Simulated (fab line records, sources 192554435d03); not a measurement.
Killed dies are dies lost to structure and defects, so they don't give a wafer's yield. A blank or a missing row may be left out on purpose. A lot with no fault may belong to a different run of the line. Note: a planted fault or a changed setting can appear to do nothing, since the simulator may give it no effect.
3 desks looking at one fault	flow n5-finfet	numbers are kept per desk, each desk with only its own; the story behind them comes last

## THE DEFECT DESK
Per lot, the means of the sampled wafers with a number show what the inspections along the route counted. If a lot's mean is further than 4 standard deviations from the usual mean, the lot is out of limits and carries the mark OUT (the distance appears in the brackets).
Columns: A = raw-defect-count at N5_BEOL_M7_INSPECT_30, usual 411
lot	first seen here	A
L383	day 13 19:02	484
L385	day 14 20:01	435
L393	day 16 19:14	423
L392	day 16 19:31	372
L397	day 16 23:56	526
L400	day 18 09:26	398
L402	day 18 19:11	458
This desk's verdict: no lot among the 7 shows anything out of limits.

## THE TOOL OWNER'S DESK: rie-diel-02
The tool's own readings at N5_BEOL_M7_ETCH_66 (etches SOC in N2/H2, target depth 80 nm, overetch 16 nm, time 120 s): means of the sampled wafers that have a number, for each lot that ran on this tool. If a lot's mean is further than 4 standard deviations from the usual mean, the lot is out of limits and carries the mark OUT (the distance appears in the brackets).
Columns: A = drypump-motor-current-A at N5_BEOL_M7_ETCH_66, usual 5.7 A; B = h2-flow-sccm at N5_BEOL_M7_ETCH_66, usual 200.0 sccm; C = oes-product-au at N5_BEOL_M7_ETCH_66, usual 0.61 a.u.; D = rf-vpp-V at N5_BEOL_M7_ETCH_66, usual 523.4 V; E = run-length-s at N5_BEOL_M7_ETCH_66, usual 143.1 s; F = showerhead-plenum-p-Torr at N5_BEOL_M7_ETCH_66, usual 2.52 Torr; G = throttle-valve-pct at N5_BEOL_M7_ETCH_66, usual 17.72 %
lot	first seen here	A	B	C	D	E	F	G
L385	day 14 20:07	5.5	199.6	0.58	524.1	142.7	2.59	17.78
L393	day 16 19:21	5.8	199.9	0.59	521.1	133.9 (-23) OUT	2.42	18.00
L397	day 17 00:34	5.8	200.1	0.63	521.2	134.4 (-22) OUT	2.42	17.75
L400	day 18 10:01	4.8	199.3	0.60	523.2	133.5 (-24) OUT	2.51	18.18
This desk's verdict: out of limits on L393, L397, L400, starting with L393 at day 16 19:21 (run-length-s at N5_BEOL_M7_ETCH_66). L385 stayed within limits.

## AT THE METROLOGY DESK
What the gauges read for every lot (on any tool): the sampled wafers with a number, averaged. If a lot's mean is further than 4 standard deviations from the usual mean, the lot is out of limits and carries the mark OUT (the distance appears in the brackets).
Columns: A = cd-nm at N5_BEOL_M7_CD_MEAS_28, usual 39.99 nm; B = V6_OVL at N5_BEOL_M7_OVL_MEAS_29, usual 0.1 nm
lot	first seen here	A	B
L383	day 13 18:56	40.10	-0.5
L385	day 14 19:55	39.77	0.8
L393	day 16 19:09	39.79	0.4
L392	day 16 19:25	39.79	0.1
L397	day 16 23:51	40.02	-0.9
L400	day 18 09:20	39.50	0.9
L402	day 18 19:05	39.95	0.4
This desk's verdict: no lot among the 7 shows anything out of limits.

## ALL TOGETHER
On L393, L397, L400, at day 16 19:21, an alarm was possible from the tool owner's desk.
Nothing the defect desk looked at was out of limits.
Nothing out of limits was seen by the metrology desk.
The defect desk has L393, L397, L400 on record, within its limits.
The metrology desk has L393, L397, L400 on record, within its limits.
Every lot named ran N5_BEOL_M7_ETCH_66 on rie-diel-02.

## WHAT THE SIMULATOR HAD INSERTED
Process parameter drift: rie-diel-02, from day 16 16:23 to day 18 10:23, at N5_BEOL_M7_ETCH_66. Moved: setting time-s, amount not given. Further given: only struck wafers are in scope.
Shown lots that were struck: L393, L397, L400.
How many hours passed from the start of the fault until each desk's first out-of-limits reading: the tool owner's desk, 3.
